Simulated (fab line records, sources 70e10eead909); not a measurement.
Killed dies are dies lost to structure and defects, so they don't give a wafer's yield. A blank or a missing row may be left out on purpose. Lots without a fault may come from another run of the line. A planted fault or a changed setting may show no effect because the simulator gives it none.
One fault seen from 2 desks | flow nand_harc | each desk has only its own numbers; what lay behind them comes last

THE DEFECT DESK
What the inspections along the route counted, lot by lot: means of the sampled wafers that have a number. A lot is out of limits, marked OUT, if its mean lies more than 4 standard deviations from the usual mean; the brackets give that distance.
Columns: A = raw_defect_count at NHARC_A_CHANNEL_HOLE_D1_INSPECT_40, usual 72
lot  | first seen here | A
L499 | day 8 22:02     | 54
L501 | day 9 20:06     | 50
L509 | day 12 21:52    | 413 (+12) OUT
L510 | day 13 10:28    | 335 (+9.1) OUT
L511 | day 13 18:29    | 58
L516 | day 16 08:22    | 110
L517 | day 16 11:50    | 54
L518 | day 16 16:52    | 99
L519 | day 17 07:53    | 62
L520 | day 17 12:07    | 60
L521 | day 18 00:12    | 75
This desk's finding: out of limits on L509, L510; first on L509, day 12 21:52 (raw_defect_count at NHARC_A_CHANNEL_HOLE_D1_INSPECT_40). In limits: L499, L501, L511, L516, L517, L518, L519, L520, L521.

THE TOOL OWNER'S DESK: rie_diel-07
The tool's own readings at NHARC_A_CHANNEL_HOLE_D1_ETCH_38 (etches the open film in CF4, target depth 39 nm, time 65 s): means of the sampled wafers that have a number, for each lot that ran on this tool. A lot is out of limits, marked OUT, if its mean lies more than 4 standard deviations from the usual mean; the brackets give that distance.
Columns: A = drypump_motor_current_A at NHARC_A_CHANNEL_HOLE_D1_ETCH_38, usual 5.6 A; B = oes_product_au at NHARC_A_CHANNEL_HOLE_D1_ETCH_38, usual 1.004 a.u.; C = rf_vpp_V at NHARC_A_CHANNEL_HOLE_D1_ETCH_38, usual 151.1 V; D = showerhead_plenum_p_Torr at NHARC_A_CHANNEL_HOLE_D1_ETCH_38, usual 1.75 Torr; E = throttle_valve_pct at NHARC_A_CHANNEL_HOLE_D1_ETCH_38, usual 13.285 %
lot  | first seen here | A   | B     | C     | D    | E
L509 | day 12 10:53    | 5.5 | 1.015 | 151.1 | 1.74 | 13.283
L510 | day 13 03:22    | 5.4 | 1.007 | 150.7 | 1.77 | 13.287
L517 | day 16 02:41    | 5.6 | 0.999 | 151.0 | 1.73 | 13.284
L518 | day 16 10:05    | 5.4 | 1.022 | 150.6 | 1.76 | 13.287
L519 | day 17 01:05    | 5.6 | 1.018 | 151.0 | 1.71 | 13.280
L520 | day 17 02:22    | 5.4 | 1.014 | 151.5 | 1.77 | 13.285
L521 | day 17 16:21    | 5.2 | 1.002 | 151.5 | 1.79 | 13.276
This desk's finding: nothing out of limits on any of the 7 lots.

PUT TOGETHER
The defect desk could have raised an alarm at day 12 21:52, on L509, L510.
The tool owner's desk saw nothing out of limits.
The tool owner's desk has L509, L510 on record, within its limits.
Of the lots named, all ran NHARC_A_CHANNEL_HOLE_D1_ETCH_38 on rie_diel-07.

WHAT THE SIMULATOR HAD PUT IN
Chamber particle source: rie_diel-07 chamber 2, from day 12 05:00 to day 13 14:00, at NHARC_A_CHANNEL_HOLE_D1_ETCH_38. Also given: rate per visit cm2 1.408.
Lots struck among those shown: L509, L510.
Hours from the fault's start to each desk's first reading out of limits: the defect desk, 17.
